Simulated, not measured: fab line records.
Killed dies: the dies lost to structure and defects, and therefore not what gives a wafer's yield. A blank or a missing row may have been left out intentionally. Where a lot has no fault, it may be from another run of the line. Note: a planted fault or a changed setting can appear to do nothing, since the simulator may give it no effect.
Matching of chambers | flow n5Finfet | N5_BEOL_M2_ALD_98 on aldSin-02: 4 sister chambers
The step deposits SiO2, target thk 2.5 nm, pulse time 1 s, co reactant pulse time 1 s. 4 wafers are shown with their chamber, then 12 later ones without.

== WAFERS PAIRED WITH THEIR CHAMBERS ==
wafer  | chamber | heaterPowerW (W)
L083.3 | 1       | 65
L092.2 | 2       | 68
L091.1 | 3       | 68
L091.5 | 0       | 88

== WAFERS WITHOUT THEIR CHAMBER ==
wafer  | heaterPowerW (W)
L094.1 | 88
L094.2 | 70
L094.3 | 67
L094.4 | 65
L094.5 | 70
L094.6 | 66
L096.1 | 70
L096.2 | 64
L096.3 | 89
L097.3 | 88
L097.4 | 67
L097.6 | 88

== WHICH CHAMBER EACH WENT THROUGH ==
wafer  | from the rows above          | in truth
L094.1 | 0                            | 0
L094.2 | can't be placed: 2 or 3      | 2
L094.3 | can't be placed: 2 or 3 or 1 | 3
L094.4 | 1                            | 1
L094.5 | can't be placed: 2 or 3      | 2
L094.6 | can't be placed: 1 or 2 or 3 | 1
L096.1 | can't be placed: 2 or 3      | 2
L096.2 | 1                            | 1
L096.3 | 0                            | 0
L097.3 | 0                            | 0
L097.4 | can't be placed: 2 or 3 or 1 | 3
L097.6 | 0                            | 0
Correctly placed: 6 of 12. Can't be placed from these rows: 6 (the true chamber is among the candidates in 6). 0 placed wrongly.
How it was worked out, from the rows above alone: a wafer's distance from a chamber is the root of the sum, over the readings, of the square of ((its reading less the chamber's mean) divided by the reading's scatter). The wafer belongs to the nearest chamber; if the next one is less than 2 further off, it can't be placed. The mean given for a chamber averages the wafers shown for that chamber. The scatter: with one shown wafer a chamber, the root of the mean of the squares of how far each hidden wafer lies from its nearest shown one.
